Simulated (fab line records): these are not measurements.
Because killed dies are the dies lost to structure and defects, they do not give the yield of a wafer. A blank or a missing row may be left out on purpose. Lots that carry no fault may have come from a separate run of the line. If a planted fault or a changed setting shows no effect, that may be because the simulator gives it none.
Tool commonality check	flow nandHarc	1 lot, 2 wafers sampled

WHY IT WAS OPENED
At NHARC_END_SORT_01 the reading killedAtPeriphery is flagged on 1 of 1 lot. Wafers without a fault read 3.1, standard deviation 2.1.
Rule: a lot gets a flag if all its wafers with a number sit over 4 standard deviations from that mean, or if no wafer of it has a number. All remaining lots are regarded as sound.

lot	measured	on	killedAtPeriphery, wafer by wafer	flag
L200	day 24 10:36	prober-01	51 38	FLAGGED
On average the flagged lots' numbers are 44.5, which is +41.4 against the usual, or +20 standard deviations.

EACH LOT AND THE TOOL IT RAN ON
4 process steps preceding the reading are held in the record, out of 1159 steps in the route. Cell contents, in order: the tool; ch with the chambers the sampled wafers went through; the start.
lot	flag	NHARC_P_CONTACT_ETCH_36	NHARC_P_CONTACT_CVD_23	NHARC_P_M0_ANNEAL_30	NHARC_P_M1_ETCH_35
L200	FLAGGED	rieDiel-12 ch 1,2, day 10 17:03	cvdW-01 ch 1, day 10 22:38 or earlier	rtpAnneal-02 ch 0, day 10 22:38	rieDiel-13 ch 0,2, day 11 01:05
What is done by these steps:
- NHARC_P_CONTACT_ETCH_36: etches the open film in N2/H2, target depth 260 nm, time 406.25 s.
- NHARC_P_CONTACT_CVD_23: deposits W, target thk 200 nm, time 557 s.
- NHARC_P_M0_ANNEAL_30: time 90 s.
- NHARC_P_M1_ETCH_35: etches the open film in N2/H2, target depth 40 nm, overetch 12 nm, time 43.94 s.
- NHARC_END_SORT_01

FLAGGED AGAINST TOTAL, ONE TOOL AT A TIME (gauges that did the reading follow at the end)
step	tool	lots run	flagged	share of the flagged lots	sound lots run after its first flagged lot
NHARC_P_CONTACT_ETCH_36	rieDiel-12	1	1	all	0
NHARC_P_CONTACT_CVD_23	cvdW-01	1	1	all	0
NHARC_P_M0_ANNEAL_30	rtpAnneal-02	1	1	all	0
NHARC_P_M1_ETCH_35	rieDiel-13	1	1	all	0
NHARC_END_SORT_01	prober-01	1	1	all	0
Because NHARC_P_CONTACT_CVD_23 lacks a start for some lots, the hours and order of its lots are taken from NHARC_P_M0_ANNEAL_30.

WHAT THE TABLE PERMITS
5 rows of the table ran every flagged lot: rieDiel-12 at NHARC_P_CONTACT_ETCH_36, cvdW-01 at NHARC_P_CONTACT_CVD_23, rtpAnneal-02 at NHARC_P_M0_ANNEAL_30, rieDiel-13 at NHARC_P_M1_ETCH_35, prober-01 at NHARC_END_SORT_01.
- rieDiel-12 at NHARC_P_CONTACT_ETCH_36: 1 of its 1 lot flagged. With no sound lot run before its first flagged lot in this sample, there is nothing to narrow down the start. Its own readings lie more than 4 standard deviations out on every wafer of the flagged lots: oesProductAu.
- cvdW-01 at NHARC_P_CONTACT_CVD_23: 1 of its 1 lot flagged. With no sound lot run before its first flagged lot in this sample, there is nothing to narrow down the start.
- rtpAnneal-02 at NHARC_P_M0_ANNEAL_30: 1 of its 1 lot flagged. With no sound lot run before its first flagged lot in this sample, there is nothing to narrow down the start.
- rieDiel-13 at NHARC_P_M1_ETCH_35: 1 of its 1 lot flagged. With no sound lot run before its first flagged lot in this sample, there is nothing to narrow down the start.
- prober-01 at NHARC_END_SORT_01: 1 of its 1 lot flagged. With no sound lot run before its first flagged lot in this sample, there is nothing to narrow down the start.
A lot count leaves these 5 tools indistinguishable: every one of them fits a fault beginning at some hour. More lots, or a look at what each step does to the wafer, might.

WHAT WAS PUT IN BY THE SIMULATOR
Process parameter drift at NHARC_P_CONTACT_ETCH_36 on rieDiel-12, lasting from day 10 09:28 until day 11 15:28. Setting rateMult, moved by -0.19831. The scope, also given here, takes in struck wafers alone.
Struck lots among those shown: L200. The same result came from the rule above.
